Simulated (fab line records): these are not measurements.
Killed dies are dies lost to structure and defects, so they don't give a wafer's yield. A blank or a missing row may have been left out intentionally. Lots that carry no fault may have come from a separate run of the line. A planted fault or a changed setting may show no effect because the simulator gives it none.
Which tool did it? + flow n5_finfet + Sampling: 10 lots, 30 wafers, 4 of 1938 route steps

## WHAT EACH GAUGE READ, for each wafer
N5_MIM_TOP_LITHO_OVL_MEAS_11.
| lot  | measured     | on         | MIM_TOP_OVL (nm) |
|------|--------------|------------|------------------|
| L489 | day 11 22:09 | overlay-02 | -6 -7 -4         |
| L490 | day 12 10:34 | overlay-02 | -5 -10 3         |
| L492 | day 12 10:54 | overlay-01 | 2 0 0            |
| L491 | day 12 13:11 | overlay-01 | -8 -7 -5         |
| L493 | day 12 16:15 | overlay-01 | -4 1 -7          |
| L494 | day 12 12:55 | overlay-02 | 1 1 -3           |
| L497 | day 13 10:01 | overlay-02 | 13 2 6           |
| L502 | day 15 14:34 | overlay-01 | -12 -6 -9        |
| L505 | day 16 01:25 | overlay-02 | -6 -8 0          |
| L510 | day 17 03:23 | overlay-01 | -7 -12 -7        |

## TOOL THAT RAN EACH LOT (tool first, then ch and the chambers of the sampled wafers, then the start)
| lot  | N5_BEOL_M3_SPUTTER_92        | N5_BEOL_M15_ETCH_57                | N5_BEOL_M15_DESCUM_33              |
|------|------------------------------|------------------------------------|------------------------------------|
| L489 | pvd_sputter-03, day 7 05:54  | rie_diel-02 ch 0,1,3, day 11 12:13 | rie_diel-02 ch 0,2,3, day 11 13:12 |
| L490 | pvd_sputter-03, day 7 18:05  | rie_diel-01 ch 0,2,3, day 12 00:54 | rie_diel-03 ch 0,1,3, day 12 01:46 |
| L492 | pvd_sputter-02, day 7 20:41  | rie_diel-02 ch 0,2, day 12 01:17   | rie_diel-02 ch 0,1, day 12 02:10   |
| L491 | pvd_sputter-03, day 8 00:20  | rie_diel-03 ch 2,3, day 12 05:55   | rie_diel-01 ch 0,2,3, day 12 06:51 |
| L493 | pvd_sputter-03, day 8 10:41  | rie_diel-02 ch 0,1, day 12 09:15   | rie_diel-03 ch 1,3, day 12 10:21   |
| L494 | pvd_sputter-03, day 8 13:40  | rie_diel-03 ch 0,2, day 12 03:34   | rie_diel-02 ch 0,1, day 12 04:34   |
| L497 | pvd_sputter-01, day 9 15:05  | rie_diel-01 ch 0,1,2, day 13 03:58 | rie_diel-03 ch 2,3, day 13 04:58   |
| L502 | pvd_sputter-03, day 11 01:34 | rie_diel-02 ch 0,1,2, day 15 05:29 | rie_diel-01 ch 1,2,3, day 15 06:21 |
| L505 | pvd_sputter-03, day 11 04:31 | rie_diel-01 ch 0,1,3, day 15 16:58 | rie_diel-02 ch 0,2, day 15 17:50   |
| L510 | pvd_sputter-02, day 13 00:12 | rie_diel-02 ch 0,2,3, day 16 19:11 | rie_diel-03 ch 1,2,3, day 16 20:22 |
- N5_BEOL_M3_SPUTTER_92: material Cu, target thk 4.5 nm, time 8.29 s.
- N5_BEOL_M15_ETCH_57: etches SOC in N2/H2, time 750 s.
- N5_BEOL_M15_DESCUM_33: chemistry O2, time 7.9 s.

## THE ANSWER, worked out from the rows above alone
Rule: the lots themselves supply what counts as usual. Put in order of their means at a reading, lots are off if they are a third of the lots or fewer, leave a main group of 4 or more, and stand apart from it by a gap of 3 or more times the standard deviation of the main group's means; of several such gaps the widest counts. Not used: any main group whose means are identical at the precision the tables above print for the reading. Also off: a lot with no number at a reading for which 4 or more lots have one. The other lots that the step has rows for count as sound.
Nothing can be told from this: no lot is off at any reading shown.

## WHAT THE SIMULATOR HAD PUT IN
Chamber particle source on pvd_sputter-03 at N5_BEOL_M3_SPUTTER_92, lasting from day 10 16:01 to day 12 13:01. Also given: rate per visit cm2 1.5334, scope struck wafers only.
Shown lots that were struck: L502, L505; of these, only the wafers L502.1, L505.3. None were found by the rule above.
